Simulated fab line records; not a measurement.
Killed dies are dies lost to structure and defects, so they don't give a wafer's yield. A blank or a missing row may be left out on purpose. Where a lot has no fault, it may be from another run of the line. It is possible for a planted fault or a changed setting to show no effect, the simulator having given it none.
Which tool did it? / flow nand-harc / 72 wafers from 24 lots sampled at 5 of the route's 1302 steps

WHAT THE GAUGES READ, wafer by wafer
NHARC_A_CONTACT_INSPECT_71.
lot=L074; measured=day 21 09:47; on=defect-inspect-02; raw-defect-count=60 63 67
lot=L075; measured=day 22 01:55; on=defect-inspect-02; raw-defect-count=104 133 86
lot=L076; measured=day 22 10:35; on=defect-inspect-01; raw-defect-count=96 89 90
lot=L077; measured=day 22 13:22; on=defect-inspect-02; raw-defect-count=73 63 79
lot=L078; measured=day 23 07:27; on=defect-inspect-01; raw-defect-count=105 112 106
lot=L079; measured=day 23 20:46; on=defect-inspect-02; raw-defect-count=176 174 141
lot=L081; measured=day 24 23:00; on=defect-inspect-02; raw-defect-count=15 25 26
lot=L082; measured=day 25 01:45; on=defect-inspect-01; raw-defect-count=151 164 158
lot=L080; measured=day 25 05:00; on=defect-inspect-01; raw-defect-count=76 87 72
lot=L083; measured=day 26 03:39; on=defect-inspect-02; raw-defect-count=105 130 134
lot=L085; measured=day 26 04:17; on=defect-inspect-01; raw-defect-count=70 73 56
lot=L084; measured=day 26 20:41; on=defect-inspect-01; raw-defect-count=38 36 40
lot=L086; measured=day 27 05:40; on=defect-inspect-01; raw-defect-count=20 15 22
lot=L087; measured=day 27 22:44; on=defect-inspect-02; raw-defect-count=51 42 63
lot=L089; measured=day 27 23:46; on=defect-inspect-02; raw-defect-count=113 111 123
lot=L090; measured=day 28 02:08; on=defect-inspect-01; raw-defect-count=89 95 102
lot=L088; measured=day 28 07:43; on=defect-inspect-01; raw-defect-count=67 67 58
lot=L091; measured=day 29 01:43; on=defect-inspect-02; raw-defect-count=67 56 55
lot=L093; measured=day 29 16:34; on=defect-inspect-02; raw-defect-count=83 92 58
lot=L094; measured=day 29 19:46; on=defect-inspect-01; raw-defect-count=136 104 104
lot=L092; measured=day 29 22:01; on=defect-inspect-01; raw-defect-count=56 69 65
lot=L095; measured=day 30 07:15; on=defect-inspect-01; raw-defect-count=29 30 38
lot=L097; measured=day 30 20:47; on=defect-inspect-01; raw-defect-count=143 114 121
lot=L096; measured=day 30 21:12; on=defect-inspect-02; raw-defect-count=23 13 14

TOOL THAT RAN EACH LOT (tool first, then ch and the chambers of the sampled wafers, then the start)
lot=L074; NHARC_A_CONTACT_ETCH_112=har-cap-etch-03 ch 0,1, day 21 00:58; NHARC_A_CONTACT_ETCH_113=har-cap-etch-03 ch 0,1, day 21 01:08; NHARC_A_CONTACT_ETCH_114=har-cap-etch-03 ch 0,1, day 21 01:19; NHARC_A_CONTACT_ETCH_96=rie-diel-12 ch 1,2,3, day 21 09:47 or earlier
lot=L075; NHARC_A_CONTACT_ETCH_112=har-cap-etch-02 ch 0,1, day 21 17:27; NHARC_A_CONTACT_ETCH_113=har-cap-etch-02 ch 0,1, day 21 17:37; NHARC_A_CONTACT_ETCH_114=har-cap-etch-02 ch 0,1, day 21 17:47; NHARC_A_CONTACT_ETCH_96=rie-diel-05 ch 0,1, day 22 01:55 or earlier
lot=L076; NHARC_A_CONTACT_ETCH_112=har-cap-etch-03 ch 0,1, day 22 02:26; NHARC_A_CONTACT_ETCH_113=har-cap-etch-03 ch 0,1, day 22 02:37; NHARC_A_CONTACT_ETCH_114=har-cap-etch-03 ch 0,1, day 22 02:47; NHARC_A_CONTACT_ETCH_96=rie-diel-05 ch 0,2,3, day 22 10:35 or earlier
lot=L077; NHARC_A_CONTACT_ETCH_112=har-cap-etch-02 ch 0,1, day 22 03:01; NHARC_A_CONTACT_ETCH_113=har-cap-etch-02 ch 0,1, day 22 03:14; NHARC_A_CONTACT_ETCH_114=har-cap-etch-02 ch 0,1, day 22 03:28; NHARC_A_CONTACT_ETCH_96=rie-diel-05 ch 0,1, day 22 13:22 or earlier
lot=L078; NHARC_A_CONTACT_ETCH_112=har-cap-etch-03 ch 0,1, day 22 23:27; NHARC_A_CONTACT_ETCH_113=har-cap-etch-03 ch 0,1, day 22 23:37; NHARC_A_CONTACT_ETCH_114=har-cap-etch-03 ch 0,1, day 22 23:47; NHARC_A_CONTACT_ETCH_96=rie-diel-12 ch 1,2,3, day 23 07:27 or earlier
lot=L079; NHARC_A_CONTACT_ETCH_112=har-cap-etch-03 ch 0,1, day 23 12:35; NHARC_A_CONTACT_ETCH_113=har-cap-etch-03 ch 0,1, day 23 12:46; NHARC_A_CONTACT_ETCH_114=har-cap-etch-03 ch 0,1, day 23 12:56; NHARC_A_CONTACT_ETCH_96=rie-diel-06 ch 0,1,3, day 23 20:46 or earlier
lot=L081; NHARC_A_CONTACT_ETCH_112=har-cap-etch-01 ch 0,1, day 24 13:26; NHARC_A_CONTACT_ETCH_113=har-cap-etch-01 ch 0,1, day 24 13:36; NHARC_A_CONTACT_ETCH_114=har-cap-etch-01 ch 0,1, day 24 13:46; NHARC_A_CONTACT_ETCH_96=rie-diel-05 ch 0,1,2, day 24 23:00 or earlier
lot=L082; NHARC_A_CONTACT_ETCH_112=har-cap-etch-02 ch 0,1, day 24 14:18; NHARC_A_CONTACT_ETCH_113=har-cap-etch-02 ch 0,1, day 24 14:28; NHARC_A_CONTACT_ETCH_114=har-cap-etch-02 ch 0,1, day 24 14:38; NHARC_A_CONTACT_ETCH_96=rie-diel-06 ch 0,1,2, day 25 01:45 or earlier
lot=L080; NHARC_A_CONTACT_ETCH_112=har-cap-etch-03 ch 0,1, day 24 20:10; NHARC_A_CONTACT_ETCH_113=har-cap-etch-03 ch 0,1, day 24 20:20; NHARC_A_CONTACT_ETCH_114=har-cap-etch-03 ch 0,1, day 24 20:31; NHARC_A_CONTACT_ETCH_96=rie-diel-05 ch 0,1, day 25 05:00 or earlier
lot=L083; NHARC_A_CONTACT_ETCH_112=har-cap-etch-01 ch 0,1, day 25 18:29; NHARC_A_CONTACT_ETCH_113=har-cap-etch-01 ch 0,1, day 25 18:39; NHARC_A_CONTACT_ETCH_114=har-cap-etch-01 ch 0,1, day 25 18:49; NHARC_A_CONTACT_ETCH_96=rie-diel-05 ch 0,2,3, day 26 03:39 or earlier
lot=L085; NHARC_A_CONTACT_ETCH_112=har-cap-etch-02 ch 0,1, day 25 18:42; NHARC_A_CONTACT_ETCH_113=har-cap-etch-02 ch 0,1, day 25 18:52; NHARC_A_CONTACT_ETCH_114=har-cap-etch-02 ch 0,1, day 25 19:02; NHARC_A_CONTACT_ETCH_96=rie-diel-12 ch 0,2,3, day 26 04:17 or earlier
lot=L084; NHARC_A_CONTACT_ETCH_112=har-cap-etch-02 ch 0, day 26 12:24; NHARC_A_CONTACT_ETCH_113=har-cap-etch-02 ch 0, day 26 12:35; NHARC_A_CONTACT_ETCH_114=har-cap-etch-02 ch 0, day 26 12:45; NHARC_A_CONTACT_ETCH_96=rie-diel-05 ch 0,3, day 26 20:41 or earlier
lot=L086; NHARC_A_CONTACT_ETCH_112=har-cap-etch-03 ch 0,1, day 26 21:30; NHARC_A_CONTACT_ETCH_113=har-cap-etch-03 ch 0,1, day 26 21:40; NHARC_A_CONTACT_ETCH_114=har-cap-etch-03 ch 0,1, day 26 21:50; NHARC_A_CONTACT_ETCH_96=rie-diel-05 ch 0,1,3, day 27 05:40 or earlier
lot=L087; NHARC_A_CONTACT_ETCH_112=har-cap-etch-01 ch 0,1, day 27 12:44; NHARC_A_CONTACT_ETCH_113=har-cap-etch-01 ch 0,1, day 27 12:55; NHARC_A_CONTACT_ETCH_114=har-cap-etch-01 ch 0,1, day 27 13:05; NHARC_A_CONTACT_ETCH_96=rie-diel-05 ch 0,2,3, day 27 22:44 or earlier
lot=L089; NHARC_A_CONTACT_ETCH_112=har-cap-etch-03 ch 0,1, day 27 15:44; NHARC_A_CONTACT_ETCH_113=har-cap-etch-03 ch 0,1, day 27 15:54; NHARC_A_CONTACT_ETCH_114=har-cap-etch-03 ch 0,1, day 27 16:04; NHARC_A_CONTACT_ETCH_96=rie-diel-06 ch 0,3, day 27 23:46 or earlier
lot=L090; NHARC_A_CONTACT_ETCH_112=har-cap-etch-02 ch 0,1, day 27 16:10; NHARC_A_CONTACT_ETCH_113=har-cap-etch-02 ch 0,1, day 27 16:20; NHARC_A_CONTACT_ETCH_114=har-cap-etch-02 ch 0,1, day 27 16:30; NHARC_A_CONTACT_ETCH_96=rie-diel-05 ch 0,1,3, day 28 02:08 or earlier
lot=L088; NHARC_A_CONTACT_ETCH_112=har-cap-etch-03 ch 0,1, day 27 22:31; NHARC_A_CONTACT_ETCH_113=har-cap-etch-03 ch 0,1, day 27 22:41; NHARC_A_CONTACT_ETCH_114=har-cap-etch-03 ch 0,1, day 27 22:52; NHARC_A_CONTACT_ETCH_96=rie-diel-05 ch 0,1, day 28 07:43 or earlier
lot=L091; NHARC_A_CONTACT_ETCH_112=har-cap-etch-01 ch 0,1, day 28 17:40; NHARC_A_CONTACT_ETCH_113=har-cap-etch-01 ch 0,1, day 28 17:50; NHARC_A_CONTACT_ETCH_114=har-cap-etch-01 ch 0,1, day 28 18:01; NHARC_A_CONTACT_ETCH_96=rie-diel-12 ch 1,2,3, day 29 01:43 or earlier
lot=L093; NHARC_A_CONTACT_ETCH_112=har-cap-etch-03 ch 0,1, day 29 08:19; NHARC_A_CONTACT_ETCH_113=har-cap-etch-03 ch 0,1, day 29 08:29; NHARC_A_CONTACT_ETCH_114=har-cap-etch-03 ch 0,1, day 29 08:40; NHARC_A_CONTACT_ETCH_96=rie-diel-12 ch 1,2,3, day 29 16:34 or earlier
lot=L094; NHARC_A_CONTACT_ETCH_112=har-cap-etch-01 ch 0,1, day 29 08:43; NHARC_A_CONTACT_ETCH_113=har-cap-etch-01 ch 0,1, day 29 08:53; NHARC_A_CONTACT_ETCH_114=har-cap-etch-01 ch 0,1, day 29 09:03; NHARC_A_CONTACT_ETCH_96=rie-diel-06 ch 1,2,3, day 29 19:46 or earlier
lot=L092; NHARC_A_CONTACT_ETCH_112=har-cap-etch-02 ch 0,1, day 29 12:34; NHARC_A_CONTACT_ETCH_113=har-cap-etch-02 ch 0,1, day 29 12:44; NHARC_A_CONTACT_ETCH_114=har-cap-etch-02 ch 0,1, day 29 12:55; NHARC_A_CONTACT_ETCH_96=rie-diel-05 ch 0,2,3, day 29 22:01 or earlier
lot=L095; NHARC_A_CONTACT_ETCH_112=har-cap-etch-03 ch 0,1, day 29 23:08; NHARC_A_CONTACT_ETCH_113=har-cap-etch-03 ch 0,1, day 29 23:19; NHARC_A_CONTACT_ETCH_114=har-cap-etch-03 ch 0,1, day 29 23:29; NHARC_A_CONTACT_ETCH_96=rie-diel-05 ch 0,1, day 30 07:15 or earlier
lot=L097; NHARC_A_CONTACT_ETCH_112=har-cap-etch-03 ch 0,1, day 30 12:34; NHARC_A_CONTACT_ETCH_113=har-cap-etch-03 ch 0,1, day 30 12:44; NHARC_A_CONTACT_ETCH_114=har-cap-etch-03 ch 0,1, day 30 12:54; NHARC_A_CONTACT_ETCH_96=rie-diel-05 ch 0,2,3, day 30 20:47 or earlier
lot=L096; NHARC_A_CONTACT_ETCH_112=har-cap-etch-01 ch 0,1, day 30 12:48; NHARC_A_CONTACT_ETCH_113=har-cap-etch-01 ch 0,1, day 30 12:58; NHARC_A_CONTACT_ETCH_114=har-cap-etch-01 ch 0,1, day 30 13:08; NHARC_A_CONTACT_ETCH_96=rie-diel-05 ch 0,3, day 30 21:12 or earlier
- NHARC_A_CONTACT_ETCH_112: etches the open film in C4F8/O2/Ar, time 190 s, target depth 1850 nm.
- NHARC_A_CONTACT_ETCH_113: etches the open film in C4F8/O2/Ar, time 190 s, target depth 1850 nm.
- NHARC_A_CONTACT_ETCH_114: etches the open film in C4F8/O2/Ar, time 190 s, target depth 1850 nm.
- NHARC_A_CONTACT_ETCH_96: etches the open film in C4F6/O2, target depth 20 nm, time 10 s.

WHAT THE TOOLS THEMSELVES READ (means of the sampled wafers that have a number; where no wafer has one, the mark that the record gives instead)
NHARC_A_CONTACT_ETCH_96.
lot=L074; tool=rie-diel-12; drypump-motor-current-A (A)=5.9; mfc-ar-sccm (sccm)=499.8; oes-product-au (a.u.)=1.005; rf-vpp-V (V)=549; showerhead-plenum-p-Torr (Torr)=4.01; throttle-valve-pct (%)=26.900
lot=L075; tool=rie-diel-05; drypump-motor-current-A (A)=6.2; mfc-ar-sccm (sccm)=501.8; oes-product-au (a.u.)=0.997; rf-vpp-V (V)=551; showerhead-plenum-p-Torr (Torr)=4.13; throttle-valve-pct (%)=26.892
lot=L076; tool=rie-diel-05; drypump-motor-current-A (A)=5.7; mfc-ar-sccm (sccm)=501.6; oes-product-au (a.u.)=0.998; rf-vpp-V (V)=551; showerhead-plenum-p-Torr (Torr)=4.11; throttle-valve-pct (%)=26.906
lot=L077; tool=rie-diel-05; drypump-motor-current-A (A)=5.9; mfc-ar-sccm (sccm)=500.8; oes-product-au (a.u.)=0.999; rf-vpp-V (V)=551; showerhead-plenum-p-Torr (Torr)=4.13; throttle-valve-pct (%)=26.900
lot=L078; tool=rie-diel-12; drypump-motor-current-A (A)=6.0; mfc-ar-sccm (sccm)=500.3; oes-product-au (a.u.)=0.954; rf-vpp-V (V)=549; showerhead-plenum-p-Torr (Torr)=4.00; throttle-valve-pct (%)=26.905
lot=L079; tool=rie-diel-06; drypump-motor-current-A (A)=5.7; mfc-ar-sccm (sccm)=499.8; oes-product-au (a.u.)=0.962; rf-vpp-V (V)=544; showerhead-plenum-p-Torr (Torr)=3.81; throttle-valve-pct (%)=26.904
lot=L081; tool=rie-diel-05; drypump-motor-current-A (A)=5.9; mfc-ar-sccm (sccm)=499.6; oes-product-au (a.u.)=0.987; rf-vpp-V (V)=552; showerhead-plenum-p-Torr (Torr)=4.16; throttle-valve-pct (%)=26.918
lot=L082; tool=rie-diel-06; drypump-motor-current-A (A)=5.4; mfc-ar-sccm (sccm)=500.3; oes-product-au (a.u.)=0.953; rf-vpp-V (V)=548; showerhead-plenum-p-Torr (Torr)=3.93; throttle-valve-pct (%)=26.899
lot=L080; tool=rie-diel-05; drypump-motor-current-A (A)=6.2; mfc-ar-sccm (sccm)=498.8; oes-product-au (a.u.)=0.996; rf-vpp-V (V)=551; showerhead-plenum-p-Torr (Torr)=4.13; throttle-valve-pct (%)=26.903
lot=L083; tool=rie-diel-05; drypump-motor-current-A (A)=5.6; mfc-ar-sccm (sccm)=501.5; oes-product-au (a.u.)=1.001; rf-vpp-V (V)=551; showerhead-plenum-p-Torr (Torr)=4.11; throttle-valve-pct (%)=26.899
lot=L085; tool=rie-diel-12; drypump-motor-current-A (A)=6.0; mfc-ar-sccm (sccm)=499.7; oes-product-au (a.u.)=0.947; rf-vpp-V (V)=549; showerhead-plenum-p-Torr (Torr)=4.03; throttle-valve-pct (%)=26.900
lot=L084; tool=rie-diel-05; drypump-motor-current-A (A)=5.6; mfc-ar-sccm (sccm)=501.3; oes-product-au (a.u.)=1.004; rf-vpp-V (V)=549; showerhead-plenum-p-Torr (Torr)=4.09; throttle-valve-pct (%)=26.913
lot=L086; tool=rie-diel-05; drypump-motor-current-A (A)=6.0; mfc-ar-sccm (sccm)=500.2; oes-product-au (a.u.)=0.954; rf-vpp-V (V)=550; showerhead-plenum-p-Torr (Torr)=4.07; throttle-valve-pct (%)=26.904
lot=L087; tool=rie-diel-05; drypump-motor-current-A (A)=5.7; mfc-ar-sccm (sccm)=499.0; oes-product-au (a.u.)=0.943; rf-vpp-V (V)=551; showerhead-plenum-p-Torr (Torr)=4.10; throttle-valve-pct (%)=26.908
lot=L089; tool=rie-diel-06; drypump-motor-current-A (A)=5.7; mfc-ar-sccm (sccm)=500.5; oes-product-au (a.u.)=0.957; rf-vpp-V (V)=543; showerhead-plenum-p-Torr (Torr)=3.75; throttle-valve-pct (%)=26.894
lot=L090; tool=rie-diel-05; drypump-motor-current-A (A)=6.0; mfc-ar-sccm (sccm)=497.7; oes-product-au (a.u.)=0.963; rf-vpp-V (V)=550; showerhead-plenum-p-Torr (Torr)=4.07; throttle-valve-pct (%)=26.905
lot=L088; tool=rie-diel-05; drypump-motor-current-A (A)=6.2; mfc-ar-sccm (sccm)=495.4; oes-product-au (a.u.)=0.956; rf-vpp-V (V)=550; showerhead-plenum-p-Torr (Torr)=4.12; throttle-valve-pct (%)=26.906
lot=L091; tool=rie-diel-12; drypump-motor-current-A (A)=5.9; mfc-ar-sccm (sccm)=498.9; oes-product-au (a.u.)=1.002; rf-vpp-V (V)=547; showerhead-plenum-p-Torr (Torr)=3.97; throttle-valve-pct (%)=26.905
lot=L093; tool=rie-diel-12; drypump-motor-current-A (A)=5.9; mfc-ar-sccm (sccm)=500.3; oes-product-au (a.u.)=0.979; rf-vpp-V (V)=548; showerhead-plenum-p-Torr (Torr)=3.97; throttle-valve-pct (%)=26.912
lot=L094; tool=rie-diel-06; drypump-motor-current-A (A)=5.5; mfc-ar-sccm (sccm)=500.6; oes-product-au (a.u.)=1.010; rf-vpp-V (V)=547; showerhead-plenum-p-Torr (Torr)=3.92; throttle-valve-pct (%)=26.906
lot=L092; tool=rie-diel-05; drypump-motor-current-A (A)=5.7; mfc-ar-sccm (sccm)=500.9; oes-product-au (a.u.)=0.945; rf-vpp-V (V)=550; showerhead-plenum-p-Torr (Torr)=4.10; throttle-valve-pct (%)=26.898
lot=L095; tool=rie-diel-05; drypump-motor-current-A (A)=6.2; mfc-ar-sccm (sccm)=500.8; oes-product-au (a.u.)=0.940; rf-vpp-V (V)=550; showerhead-plenum-p-Torr (Torr)=4.11; throttle-valve-pct (%)=26.907
lot=L097; tool=rie-diel-05; drypump-motor-current-A (A)=5.7; mfc-ar-sccm (sccm)=500.2; oes-product-au (a.u.)=0.943; rf-vpp-V (V)=550; showerhead-plenum-p-Torr (Torr)=4.09; throttle-valve-pct (%)=26.899
lot=L096; tool=rie-diel-05; drypump-motor-current-A (A)=5.7; mfc-ar-sccm (sccm)=500.4; oes-product-au (a.u.)=0.999; rf-vpp-V (V)=549; showerhead-plenum-p-Torr (Torr)=4.01; throttle-valve-pct (%)=26.906

THE ANSWER, worked out from the rows above alone
Rule: usual is defined by the lots themselves. Put in order of their means at a reading, lots are off if they are a third of the lots or fewer, leave a main group of 4 or more, and stand apart from it by a gap of 3 or more times the standard deviation of the main group's means; of several such gaps the widest counts. A main group whose means are all the same, to the digits that the tables above print for the reading, isn't used. Also off: a lot with no number at a reading for which 4 or more lots have one. Any other lot the step has rows for is counted as sound. The gauges are gone through in route order, then the tools' own readings, and for those a lot's mean is taken as printed above. At the first step where some lot is off, the reading lying furthest off is the one used; lots without a number count as furthest.
Across all readings shown, no lot is off: no conclusion can be drawn from this.

WHAT HAD BEEN PUT IN BY THE SIMULATOR
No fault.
